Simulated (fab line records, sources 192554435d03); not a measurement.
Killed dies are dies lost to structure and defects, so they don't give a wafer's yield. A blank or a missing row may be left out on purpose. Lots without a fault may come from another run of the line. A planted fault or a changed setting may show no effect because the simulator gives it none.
Chamber matching | flow n5_finfet | N5_MOL_CONTACT_COAG_CMP_28 on cmp-01: 4 sister chambers
The step polishes, stops on SiNx, t overpolish 0.85 s, target thk 14.522 nm. 14 wafers are shown with their chamber, then 7 later ones without.

WAFERS WITH THEIR CHAMBER
wafer  | chamber | motor_current_A (A) | time_to_endpoint_s (s)
L076.1 | 2       | 14.0                | 10.0
L076.2 | 3       | 10.5                | 0.3
L076.6 | 2       | 13.9                | 10.1
L077.3 | 3       | 10.4                | 1.9
L077.4 | 0       | 13.7                | 9.9
L077.5 | 2       | 13.7                | 9.8
L078.1 | 0       | 13.8                | 10.9
L078.2 | 1       | 13.8                | 2.6
L078.4 | 3       | 10.5                | 1.6
L079.1 | 2       | 14.5                | 7.3
L079.3 | 3       | 10.2                | 0.0
L079.6 | 1       | 13.5                | 3.2
L087.3 | 3       | 10.3                | 0.0
L087.4 | 0       | 13.6                | 7.3

SIGNATURES (means of the wafers above)
reading            | chamber 0 | chamber 1 | chamber 2 | chamber 3 | scatter within a chamber
motor_current_A    | 13.700    | 13.650    | 14.025    | 10.380    | 0.219
time_to_endpoint_s | 9.367     | 2.900     | 9.300     | 0.760     | 1.26
Rule: a wafer's distance from a chamber is the root of the sum, over the readings, of the square of ((its reading less the chamber's mean) divided by the reading's scatter). The wafer belongs to the nearest chamber; if the next one is less than 2 further off, it can't be placed. The scatter: the root of (the sum of the squares of (reading less its chamber's mean) over the shown wafers, divided by (wafers less chambers)).

WAFERS WITHOUT THEIR CHAMBER
wafer  | motor_current_A (A) | time_to_endpoint_s (s)
L087.6 | 12.6                | 2.8
L088.1 | 10.6                | 0.0
L088.3 | 13.4                | 8.4
L088.4 | 13.9                | 6.7
L094.1 | 14.3                | 6.7
L094.3 | 13.9                | 6.6
L094.5 | 13.3                | 6.7

WHICH CHAMBER EACH WENT THROUGH
wafer  | from the rows above          | in truth
L087.6 | 1                            | 1
L088.1 | 3                            | 3
L088.3 | can't be placed: 0 or 2      | 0
L088.4 | can't be placed: 2 or 0 or 1 | 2
L094.1 | can't be placed: 2 or 0 or 1 | 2
L094.3 | can't be placed: 2 or 0 or 1 | 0
L094.5 | can't be placed: 0 or 1 or 2 | 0
Placed correctly: 2 of 7. Can't be placed from these rows: 5 (the true chamber is among the candidates in 5). Placed wrongly: 0.
